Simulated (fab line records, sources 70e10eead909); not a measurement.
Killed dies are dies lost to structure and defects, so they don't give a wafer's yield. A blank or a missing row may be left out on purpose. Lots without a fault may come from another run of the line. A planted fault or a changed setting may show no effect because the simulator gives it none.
Chamber matching | flow nand_harc | NHARC_A_CONTACT_ETCH_98 on rie_diel-08: 4 sister chambers
The step etches the open film in C4F6/O2, target depth 20 nm, time 10 s. 8 wafers are shown with their chamber, then 8 later ones without.

WAFERS WITH THEIR CHAMBER
wafer  | chamber | rf_vpp_V (V) | o2_flow_sccm (sccm)
L539.1 | 1       | 543.7        | 19.98
L539.4 | 2       | 546.6        | 20.05
L539.6 | 1       | 545.2        | 20.12
L538.6 | 0       | 549.9        | 19.88
L540.2 | 3       | 542.6        | 19.96
L540.3 | 0       | 547.4        | 19.95
L540.6 | 3       | 543.6        | 19.95
L541.1 | 2       | 547.0        | 20.09

WAFERS WITHOUT THEIR CHAMBER
wafer  | rf_vpp_V (V) | o2_flow_sccm (sccm)
L541.3 | 547.2        | 19.96
L541.6 | 544.1        | 19.97
L543.2 | 541.9        | 20.02
L543.4 | 545.5        | 20.04
L543.5 | 545.0        | 19.96
L544.3 | 544.3        | 20.04
L544.5 | 544.9        | 19.93
L544.6 | 543.8        | 19.98

WHICH CHAMBER EACH WENT THROUGH
wafer  | from the rows above               | in truth
L541.3 | can't be placed: 0 or 2 or 1      | 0
L541.6 | can't be placed: 3 or 1           | 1
L543.2 | can't be placed: 3 or 1           | 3
L543.4 | can't be placed: 1 or 2 or 3      | 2
L543.5 | can't be placed: 1 or 3 or 2 or 0 | 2
L544.3 | can't be placed: 1 or 3           | 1
L544.5 | can't be placed: 3 or 1 or 2 or 0 | 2
L544.6 | can't be placed: 3 or 1           | 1
Placed correctly: 0 of 8. Can't be placed from these rows: 8 (the true chamber is among the candidates in 8). Placed wrongly: 0.
How it was worked out, from the rows above alone: a wafer's distance from a chamber is the root of the sum, over the readings, of the square of ((its reading less the chamber's mean) divided by the reading's scatter). The wafer belongs to the nearest chamber; if the next one is less than 2 further off, it can't be placed. A chamber's mean is the mean of its shown wafers. The scatter: the root of (the sum of the squares of (reading less its chamber's mean) over the shown wafers, divided by (wafers less chambers)).
